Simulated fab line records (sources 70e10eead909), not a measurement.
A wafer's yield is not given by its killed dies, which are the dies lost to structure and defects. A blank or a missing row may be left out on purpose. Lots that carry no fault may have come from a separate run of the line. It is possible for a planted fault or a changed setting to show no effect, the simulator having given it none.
Matching of chambers	flow nand_harc	NHARC_A_CHANNEL_FILL_D2_ETCHBACK_19 on rie_si-06 has 4 sister chambers
The step etches the open film in HBr/Cl2, target depth 5 nm, time 1.7 s. 20 wafers are shown with their chamber, then 10 later ones without.

== WAFERS PAIRED WITH THEIR CHAMBERS ==
wafer	chamber	oes_product_au (a.u.)	hbr_flow_sccm (sccm)	throttle_valve_pct (%)
L076.1	2	1.003	150.2	26.412
L076.2	3	0.985	149.1	26.408
L076.6	0	1.008	149.6	26.412
L077.1	3	1.002	150.4	26.409
L077.3	2	0.998	150.5	26.392
L077.4	0	1.003	149.7	26.400
L079.3	0	1.011	149.6	26.404
L079.4	3	1.009	150.4	26.413
L079.6	1	0.996	150.5	26.426
L082.2	1	0.993	150.1	26.405
L082.3	3	1.003	150.5	26.406
L082.5	1	0.992	150.0	26.403
L083.1	2	1.001	149.7	26.398
L083.3	1	0.992	150.2	26.390
L083.5	2	1.006	150.1	26.407
L086.1	2	0.996	150.0	26.404
L086.5	2	0.998	150.2	26.410
L086.6	3	0.998	150.0	26.396
L088.1	2	1.011	149.9	26.420
L088.2	1	0.989	149.6	26.413

SIGNATURES (means of the wafers above)
reading	chamber 0	chamber 1	chamber 2	chamber 3	scatter within a chamber
oes_product_au	1.00733	0.99240	1.00186	0.99940	0.00584
hbr_flow_sccm	149.633	150.080	150.086	150.080	0.368
throttle_valve_pct	26.40533	26.40740	26.40614	26.40640	0.00953
Rule: a wafer lies at a distance from a chamber equal to the root of the sum of squares, over the readings, of (its reading less the chamber's mean, divided by the reading's scatter). The wafer belongs to the nearest chamber; if the next one is less than 2 further off, it can't be placed. The scatter: the root of (the sum of the squares of (reading less its chamber's mean) over the shown wafers, divided by (wafers less chambers)).

== WAFERS MISSING THEIR CHAMBER ==
wafer	oes_product_au (a.u.)	hbr_flow_sccm (sccm)	throttle_valve_pct (%)
L088.4	0.992	150.3	26.410
L089.3	1.011	149.8	26.395
L089.4	1.006	149.5	26.406
L089.5	1.007	149.6	26.420
L091.3	1.002	149.7	26.400
L091.5	1.006	150.0	26.393
L091.6	0.990	150.3	26.416
L093.2	0.997	149.9	26.413
L093.4	0.996	149.7	26.392
L093.6	1.003	149.3	26.414

== CHAMBER TAKEN BY EACH ==
wafer	from the rows above	in truth
L088.4	can't be placed: 1 or 3 or 2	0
L089.3	can't be placed: 0 or 2 or 3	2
L089.4	can't be placed: 0 or 2 or 3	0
L089.5	can't be placed: 0 or 2 or 3 or 1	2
L091.3	can't be placed: 0 or 2 or 3 or 1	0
L091.5	can't be placed: 2 or 0 or 3 or 1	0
L091.6	can't be placed: 1 or 3 or 2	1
L093.2	can't be placed: 3 or 1 or 2 or 0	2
L093.4	can't be placed: 3 or 1 or 2 or 0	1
L093.6	can't be placed: 0 or 2 or 3 or 1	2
Placed correctly: 0 of 10. Unplaceable from these rows: 10, with the true chamber sitting among the candidates in 9. 0 placed wrongly.
